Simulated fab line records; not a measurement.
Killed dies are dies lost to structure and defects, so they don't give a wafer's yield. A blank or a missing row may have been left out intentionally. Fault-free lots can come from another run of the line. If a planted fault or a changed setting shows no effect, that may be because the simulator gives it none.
Lot-split experiment + flow n5-finfet + 21 wafers read across 7 lots, on a route 1938 steps long

== ABOUT THE SPLIT ==
At N5_BEOL_M1_DESCUM_33 (chemistry O2, time 7 s), the setting time-s was moved away from the recipe's 7 s on 5 of the 21 wafers read, by -11.5% to +13.2%. This setting was run at the recipe's value on the other wafers.

There is no step in the file separating the split from the reading.

== THE READING ==
CAR-EUV_of_BEOL_M1_COAT_22.thk-nm (the simulator's own value, which no gauge read), in nm, at N5_BEOL_M1_ETCH_77 (etches underlayer in N2/H2, target depth 6.5 nm, time 5.2 s). No usual value for it is given in the file. Here, 16 wafers ran the recipe; their average is 20.4 nm with a standard deviation of 0.11 nm.

| wafer  | tool, chamber at the split | time-s as run, s | against the recipe | CAR-EUV_of_BEOL_M1_COAT_22.thk-nm, nm | against lot-mates on the recipe |
|--------|----------------------------|------------------|--------------------|---------------------------------------|---------------------------------|
| L075.1 | rie-diel-03, 1,0,1         | 7                | recipe             | 20.4                                  | -                               |
| L075.5 | rie-diel-03, 1,0,1         | 7                | recipe             | 20.4                                  | -                               |
| L075.4 | rie-diel-03, 1,0,1         | 7                | recipe             | 20.6                                  | -                               |
| L077.2 | rie-diel-03, 1,0           | 7                | recipe             | 20.4                                  | -                               |
| L077.3 | rie-diel-03, 1,0           | 7                | recipe             | 20.2                                  | -                               |
| L077.5 | rie-diel-03, 0             | 6.197            | -11.5%             | 20.8                                  | +0.5                            |
| L078.2 | rie-diel-03, 3,3,0         | 7                | recipe             | 20.4                                  | -                               |
| L078.4 | rie-diel-03, 3,3,0         | 7                | recipe             | 20.2                                  | -                               |
| L078.5 | rie-diel-03, 3,3,0         | 7                | recipe             | 20.2                                  | -                               |
| L083.2 | rie-diel-04, 0             | 7                | recipe             | 20.4                                  | -                               |
| L083.6 | rie-diel-04, 2             | 7                | recipe             | 20.4                                  | -                               |
| L083.4 | rie-diel-04, 2             | 7                | recipe             | 20.2                                  | -                               |
| L088.1 | rie-diel-04, 3,2           | 7.921            | +13.2%             | 19.8                                  | -0.6                            |
| L088.5 | rie-diel-04, 3,2           | 7.921            | +13.2%             | 19.8                                  | -0.6                            |
| L088.4 | rie-diel-04, 2             | 7                | recipe             | 20.4                                  | -                               |
| L090.3 | rie-diel-05, 2,1           | 6.221            | -11.1%             | 20.6                                  | +0.2                            |
| L090.5 | rie-diel-05, 2,1           | 6.221            | -11.1%             | 20.6                                  | +0.2                            |
| L090.6 | rie-diel-05, 0             | 7                | recipe             | 20.4                                  | -                               |
| L092.1 | rie-diel-03, 0,1,1         | 7                | recipe             | 20.4                                  | -                               |
| L092.2 | rie-diel-03, 0,1,1         | 7                | recipe             | 20.4                                  | -                               |
| L092.5 | rie-diel-03, 0,1,1         | 7                | recipe             | 20.4                                  | -                               |
When a row names more than one chamber, that row covers several wafers, and the file does not tell which wafer ran in which chamber.

FIT RESULTS
A straight line over all 21 wafers: CAR-EUV_of_BEOL_M1_COAT_22.thk-nm changes by -0.0348 nm for each +1% of time-s; r = -0.89; the points scatter about the line by 0.11 nm.
The same after taking each lot's own level away (the mean of its wafers on the recipe; 21 wafers): -0.0361 nm for each +1%; r = -0.91; scatter 0.1 nm.
On that fit, the largest move of time-s shifts the reading by 0.47 nm.
The lots' own levels span 20.27 to 20.47 nm, that is 1.9 times the standard deviation above.
Consequently the slope shifts little with the lot-to-lot level, the two slopes agreeing.
Check: with one of the wafers moved furthest among these (+13.2%) left out of the fit, the line predicts -0.46 nm for it against its lot-mates. Against them it came out at -0.6 nm.

== OTHER SPLITS ON THESE WAFERS ==
Note: prior to the reading, these wafers also went through further splits. Each is held against what the fit with the lots' levels taken away leaves over:
| other split on the same wafers    | wafers away from the commonest value | r with CAR-EUV_of_BEOL_M1_COAT_22.thk-nm (lot level and that fit taken away) |
|-----------------------------------|--------------------------------------|------------------------------------------------------------------------------|
| N5_BEOL_M0_SAQP_COAT_105 spin-rpm | 10                                   | +0.03                                                                        |
| N5_BEOL_M0_SPUTTER_116 time-s     | 12                                   | -0.23                                                                        |
| N5_BEOL_M1_COAT_68 spin-rpm       | 5                                    | -0.07                                                                        |

== THE WHOLE CHAIN: every reading that the file lists as answering this split, in the file's order ==
| step                 | what it does                                                | reading                                                                            | change (the file's fit)                | r (the file's) |
|----------------------|-------------------------------------------------------------|------------------------------------------------------------------------------------|----------------------------------------|----------------|
| N5_BEOL_M1_DESCUM_33 | chemistry O2, time 7 s                                      | CAR-EUV_of_BEOL_M1_COAT_22.thk-nm (the simulator's own value, which no gauge read) | -0.0282 nm for each +1% of the setting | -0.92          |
| N5_BEOL_M1_ETCH_77   | etches underlayer in N2/H2, target depth 6.5 nm, time 5.2 s | CAR-EUV_of_BEOL_M1_COAT_22.thk-nm (the simulator's own value, which no gauge read) | -0.037 nm for each +1% of the setting  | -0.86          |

== THE FILE'S OWN FIT ==
CAR-EUV_of_BEOL_M1_COAT_22.thk-nm changes by -0.037 nm for each +1% of time-s, r = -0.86.
